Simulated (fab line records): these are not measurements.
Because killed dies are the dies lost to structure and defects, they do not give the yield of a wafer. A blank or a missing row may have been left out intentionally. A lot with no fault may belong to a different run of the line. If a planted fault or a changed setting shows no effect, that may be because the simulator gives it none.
fab line records -- flow n5-finfet -- part 2 of 2: steps 15 to 20 of 20
record: lots: 5, wafers: 15, last-day: 16
route steps=1938 shown FIN_SAQP@124
lots untouched by any fault: they come from a run of this same line in which no faults occurred
start-h: start of the lot's first displayed wafer, in hours after the record's first day -- wait-h: hours since the lot's step before -- " the same as in the row above -- L1.1+2: one row covering several wafers at once -- - no value present, or no start provided -- * or withheld: withheld -- < > ~ a bound
route shown NAME@n: a module of which the file shows steps, and the number in the route of the first -- usual: mean/standard deviation taken from wafers without a fault -- same: alike in all rows -- chamber/n: place in a boat -- sites: the reading at each site -- _std_site: how widely they spread, as a standard deviation -- _edge_site: outer sites' mean less inner sites' -- radius-mm: for every site, how far away it sits from the centre of the wafer -- mask NAME#n: copy n -- behind: the most recent tool/chamber to have shaped the wafer -- hold: why the lot was held/for how many hours/how that ended -- device: the transistor (n, p or np) that didn't switch -- end of line: the tests these same wafers got at the end of their route -- a step with no rows: only its recipe -- killed: not the wafer's yield, but the dies lost to structure and defects at the first sort -- map: per-die view of a wafer (x killed, . not killed, _ where there is no die)
set.NAME: the run value of the setting; set.NAME@STEP: its run value at that earlier step -- model.NAME: the simulator's own value behind a step, which no gauge read
certain route steps with their lots: each step a table, each wafer a row
services: the hour from which a tool's chamber was out of use, counted from the record's first day as start-h (under 0 if before that day), plus the number of hours and why
== steps ==
step: N5_FIN_SAQP_SPACER2_ALD_28
recipe: material: SiO2, target-thk-a: 81, temp-c: 300, ald-precursor-family: BDEAS, ald-co-reactant: O2-plasma, pulse-time-s: 1, purge-time-s: 2, co-reactant-purge-time-s: 2, pressure-torr: 2
usual: chamber-pressure-Torr: 2.000/0.0041, heater-power-w: 463/55, precursor-pulse-height-rel: 0.997/0.018
lot.wafer,tool,chamber,start-h,wait-h,chamber-pressure-Torr,heater-power-w,precursor-pulse-height-rel
L076.2,ald-sin-02,0,38.08,0.1,1.991,476,1.008
L076.3,ald-sin-02,1,38.08,0.1,2.005,484,1.023
L076.6,ald-sin-02,3,38.08,0.1,1.998,502,1.019
L084.2,ald-sin-04,1,85.30,0.1,1.995,475,0.952
L084.3,ald-sin-04,2,85.30,0.1,1.999,556,1.004
L084.4,ald-sin-04,0,85.30,0.1,2.002,353,1.016
L087.1,ald-sin-01,0,105.09,0.2,1.994,461,0.997
L087.4,ald-sin-01,2,105.09,0.2,1.997,458,0.962
L087.6,ald-sin-01,1,105.09,0.2,2.002,444,0.994
L091.2,ald-sin-01,0,127.37,0.1,1.993,460,0.985
L091.4,ald-sin-01,2,127.37,0.1,2.005,453,1.026
L091.5,ald-sin-01,0,127.37,0.1,1.995,453,1.014
L092.3,ald-sin-01,2,133.60,0.1,1.996,451,0.986
L092.5,ald-sin-01,0,133.60,0.1,1.994,455,0.999
L092.6,ald-sin-01,3,133.60,0.1,2.003,527,0.992
step: N5_FIN_SAQP_SPACER2_ETCHBACK_29
recipe: chemistry: CHF3/O2, mode: anisotropic-etchback, target: SiO2, target-depth-a: 122, time-s: 6.1, pressure-mtorr: 30, source-w: 650, bias-w: 170, Ar_flow_sccm: 200, CHF3_flow_sccm: 50, O2_flow_sccm: 5, ion-energy-ev: 200
usual: drypump-motor-current-A: 5.6/0.54, oes_f_703_au: 0.79/0.074, oes-product-au: 0.79/0.079, rf-vpp-V: 530/7.8, showerhead-plenum-p-Torr: 2.45/0.069, throttle-valve-pct: 18.96/0.21
lot.wafer,tool,chamber,start-h,wait-h,drypump-motor-current-A,oes_f_703_au,oes-product-au,rf-hours-counter-h,rf-vpp-V,showerhead-plenum-p-Torr,throttle-valve-pct
L076.2,rie-diel-01,1,38.59,0.4,5.9,0.70,0.69,219,525,2.38,19.10
L076.3,rie-diel-01,3,38.59,0.4,5.2,0.75,0.76,160,532,2.51,19.33
L076.6,rie-diel-01,1,38.59,0.4,5.9,0.69,0.69,-,525,2.38,19.09
L084.2,rie-diel-06,0,85.63,0.2,4.9,0.90,0.92,16,532,2.35,18.76
L084.3,rie-diel-06,1,85.63,0.2,5.2,0.77,0.78,124,520,2.43,18.79
L084.4,rie-diel-06,3,85.63,0.2,5.8,0.77,0.75,130,523,2.41,19.04
L087.1,rie-diel-06,2,105.43,0.2,6.6,0.71,0.71,204,533,2.48,19.06
L087.4,rie-diel-06,3,105.43,0.2,5.7,0.77,0.76,137,524,2.40,19.04
L087.6,rie-diel-06,1,105.43,0.2,5.2,0.76,0.77,-,519,2.43,18.80
L091.2,rie-diel-05,1,127.69,0.2,5.7,0.79,0.82,78,545,2.53,18.98
L091.4,rie-diel-05,2,127.69,0.2,5.1,0.70,0.70,200,540,2.51,19.25
L091.5,rie-diel-05,2,127.69,0.2,5.1,0.70,0.70,-,539,2.51,19.24
L092.3,rie-diel-06,3,133.95,0.2,5.8,0.75,0.74,148,523,2.40,19.06
L092.5,rie-diel-06,0,133.95,0.2,4.9,0.86,0.87,-,532,2.35,18.79
L092.6,rie-diel-06,1,133.95,0.2,5.1,0.76,0.77,-,520,2.43,18.81
step: N5_FIN_SAQP_MANDREL2_REMOVE_60
recipe: chemistry: HBr/Cl2/O2, bt-time-s: 10, target: a-Si, stop-on: SiNx, endpoint: OES-SiCl, over-etch-frac: 1, icp-w: 600, bias-w: 22, HBr_flow_sccm: 150, Cl2_flow_sccm: 80, O2_flow_sccm: 5, pressure-mtorr: 10
usual: drypump-motor-current-A: 5.9/0.43, oes-product-au: 0.999/0.015, throttle-valve-pct: 36.70/0.24
lot.wafer,tool,chamber,start-h,wait-h,drypump-motor-current-A,oes-product-au,rf-hours-counter-h,throttle-valve-pct
L076.2,rie-si-02,0,38.68,0.1,6.3,1.024,97,36.47
L076.3,rie-si-02,1,38.68,0.1,5.6,1.003,72,36.95
L076.6,rie-si-02,2,38.68,0.1,5.9,0.992,-,36.49
L084.2,rie-si-02,3,85.72,0.1,6.3,1.009,159,36.76
L084.3,rie-si-02,0,85.72,0.1,6.3,1.020,97,36.46
L084.4,rie-si-02,2,85.72,0.1,5.9,0.986,181,36.49
L087.1,rie-si-02,3,105.51,0.1,6.3,0.994,159,36.76
L087.4,rie-si-02,0,105.51,0.1,6.3,1.024,-,36.45
L087.6,rie-si-02,3,105.51,0.1,6.4,1.006,-,36.75
L091.2,rie-si-02,1,127.78,0.1,5.7,0.985,73,36.94
L091.4,rie-si-02,2,127.78,0.1,5.9,0.993,182,36.49
L091.5,rie-si-02,2,127.78,0.1,5.9,0.994,-,36.49
L092.3,rie-si-02,0,134.03,0.1,6.3,1.036,99,36.45
L092.5,rie-si-02,2,134.03,0.1,5.9,0.991,-,36.50
L092.6,rie-si-02,1,134.03,0.1,5.7,1.001,-,36.93
step: N5_FIN_SAQP_CD_MEAS_31
recipe: target-cd-nm: 8, landing-energy-ev: 1000, detector: se-inlens, polarity: line
usual: cd-nm: 8.11/0.21
lot.wafer,tool,chamber,start-h,wait-h,cd-nm
L076.2,cd-sem-01,0,38.80,0.1,8.17
L076.3,cd-sem-01,0,38.80,0.1,8.27
L076.6,cd-sem-01,0,38.80,0.1,8.26
L084.2,cd-sem-03,0,85.83,0.1,8.23
L084.3,cd-sem-03,0,85.83,0.1,8.28
L084.4,cd-sem-03,0,85.83,0.1,7.91
L087.1,cd-sem-02,0,105.62,0.1,7.89
L087.4,cd-sem-02,0,105.62,0.1,8.60
L087.6,cd-sem-02,0,105.62,0.1,8.27
L091.2,cd-sem-01,0,127.89,0.1,7.98
L091.4,cd-sem-01,0,127.89,0.1,7.91
L091.5,cd-sem-01,0,127.89,0.1,8.12
L092.3,cd-sem-01,0,134.15,0.1,8.18
L092.5,cd-sem-01,0,134.15,0.1,8.05
L092.6,cd-sem-01,0,134.15,0.1,8.08
step: N5_FIN_SAQP_HM_OPEN_33
recipe: chemistry: CH3F/O2, target: SiNx, mask-material: SiO2, target-depth-a: 494, time-s: 70.6, pressure-mtorr: 30, source-w: 395, bias-w: 73, Ar_flow_sccm: 150, CH3F_flow_sccm: 30, O2_flow_sccm: 20, ion-energy-ev: 120, ends: cleared
usual: drypump-motor-current-A: 5.7/0.52, etch-rf-on-time-s: 69.2/1.5, oes_f_703_au: 0.78/0.071, oes-product-au: 0.67/0.066, rf-vpp-V: 302/4.6, showerhead-plenum-p-Torr: 2.05/0.059, throttle-valve-pct: 16.41/0.22
lot.wafer,tool,chamber,start-h,wait-h,drypump-motor-current-A,etch-rf-on-time-s,oes_f_703_au,oes-product-au,rf-hours-counter-h,rf-vpp-V,showerhead-plenum-p-Torr,throttle-valve-pct
L076.2,rie-diel-01,0,38.84,0.0,5.1,71.4,0.88,0.77,12,306,1.96,16.26
L076.3,rie-diel-01,2,38.84,0.0,6.1,70.8,0.79,0.66,140,296,2.09,16.39
L076.6,rie-diel-01,0,38.84,0.0,5.1,71.9,0.88,0.77,-,307,1.96,16.27
L084.2,rie-diel-06,2,85.88,0.0,6.6,67.8,0.71,0.62,197,302,2.07,16.52
L084.3,rie-diel-06,0,85.88,0.0,4.9,65.3,0.88,0.78,16,301,1.95,16.21
L084.4,rie-diel-06,1,85.88,0.0,5.1,68.5,0.77,0.66,124,294,2.02,16.21
L087.1,rie-diel-05,1,105.76,0.1,5.7,69.3,0.81,0.69,70,310,2.11,16.38
L087.4,rie-diel-05,3,105.76,0.1,5.7,70.6,0.87,0.76,22,298,2.12,15.95
L087.6,rie-diel-05,2,105.76,0.1,5.1,70.3,0.71,0.60,-,306,2.09,16.68
L091.2,rie-diel-05,1,127.94,0.0,5.7,68.4,0.80,0.70,78,309,2.10,16.40
L091.4,rie-diel-05,0,127.94,0.0,6.6,71.3,0.69,0.59,220,299,1.99,16.36
L091.5,rie-diel-05,1,127.94,0.0,5.7,69.3,0.80,0.69,-,309,2.10,16.41
L092.3,rie-diel-05,3,134.19,0.0,5.7,67.1,0.87,0.75,33,296,2.12,15.96
L092.5,rie-diel-05,1,134.19,0.0,5.8,68.6,0.80,0.69,-,307,2.10,16.42
L092.6,rie-diel-05,2,134.19,0.0,5.1,67.4,0.70,0.61,-,306,2.08,16.72
step: N5_FIN_SAQP_ETCH_34
recipe: chemistry: C4F6/O2, target: SiO2, target-depth-a: 450, time-s: 15, ion-energy-ev: 250, pressure-mtorr: 30, source-w: 345, bias-w: 185, Ar_flow_sccm: 300, C4F6_flow_sccm: 10, O2_flow_sccm: 10, ends: cleared
usual: drypump-motor-current-A: 5.7/0.52, etch-rf-on-time-s: 14.94/0.18, oes_f_703_au: 0.78/0.073, oes-product-au: 0.67/0.067, rf-vpp-V: 675/11, showerhead-plenum-p-Torr: 2.91/0.08, throttle-valve-pct: 21.15/0.23
lot.wafer,tool,chamber,start-h,wait-h,drypump-motor-current-A,etch-rf-on-time-s,oes_f_703_au,oes-product-au,rf-hours-counter-h,rf-vpp-V,showerhead-plenum-p-Torr,throttle-valve-pct
L076.2,rie-diel-01,0,38.91,0.0,5.1,15.26,0.87,0.78,12,686,2.80,21.05
L076.3,rie-diel-01,2,38.91,0.0,6.1,14.94,0.80,0.67,140,662,2.97,21.13
L076.6,rie-diel-01,0,38.91,0.0,5.2,15.19,0.89,0.78,-,686,2.80,21.06
L084.2,rie-diel-06,2,85.94,0.0,6.6,14.95,0.71,0.62,197,676,2.94,21.21
L084.3,rie-diel-06,0,85.94,0.0,4.9,14.57,0.91,0.78,16,676,2.78,20.94
L084.4,rie-diel-06,1,85.94,0.0,5.2,14.97,0.77,0.67,124,661,2.87,20.97
L087.1,rie-diel-05,1,105.83,0.0,5.8,15.14,0.81,0.70,70,691,2.99,21.14
L087.4,rie-diel-05,3,105.83,0.0,5.7,14.97,0.88,0.76,22,666,3.01,20.67
L087.6,rie-diel-05,2,105.83,0.0,5.1,15.14,0.70,0.61,-,686,2.97,21.44
L091.2,rie-diel-05,1,128.01,0.0,5.7,14.78,0.80,0.70,78,691,2.98,21.17
L091.4,rie-diel-05,0,128.01,0.0,6.6,14.92,0.69,0.59,220,667,2.84,21.11
L091.5,rie-diel-05,1,128.01,0.0,5.7,14.83,0.80,0.70,-,692,2.98,21.16
L092.3,rie-diel-05,3,134.26,0.0,5.7,14.98,0.85,0.75,33,666,3.01,20.71
L092.5,rie-diel-05,1,134.26,0.0,5.8,14.85,0.80,0.70,-,692,2.98,21.17
L092.6,rie-diel-05,2,134.26,0.0,5.1,15.11,0.69,0.60,-,684,2.97,21.45
== services ==
tool,chamber,start-h,hours,kind
vapor-etch-02,-,18.47,14.6,pm
rie-diel-05,3,19.59,-,clean
rie-diel-05,3,19.59,-,consumable-replace:focus-ring
rie-diel-05,3,19.59,-,consumable-replace:showerhead
rie-diel-05,3,19.59,18.6,scheduled-down
rie-diel-05,3,19.59,18.6,vent-cycle
rie-diel-06,0,24.86,-,clean
rie-diel-06,0,24.86,-,consumable-replace:focus-ring
rie-diel-06,0,24.86,16.6,scheduled-down
rie-diel-06,0,24.86,16.6,vent-cycle
ald-sin-01,2,26.50,3.3,repair
rie-diel-01,-,27.47,0.9,repair
rie-si-03,-,27.79,0.2,repair
rie-diel-06,1,35.52,4.5,repair
rie-diel-06,1,41.28,3.1,repair
rie-si-03,0,62.00,3.4,repair
litho-track-03,-,71.47,-,consumable-replace:filter
rie-diel-06,3,73.64,6.6,repair
rie-diel-05,2,80.74,5.5,repair
rie-si-02,0,97.74,3.3,repair
rie-si-02,1,104.87,11.9,repair
rie-diel-05,0,110.92,6.6,repair
rie-si-03,-,112.17,28.1,pm
rie-diel-06,1,116.06,7.0,repair
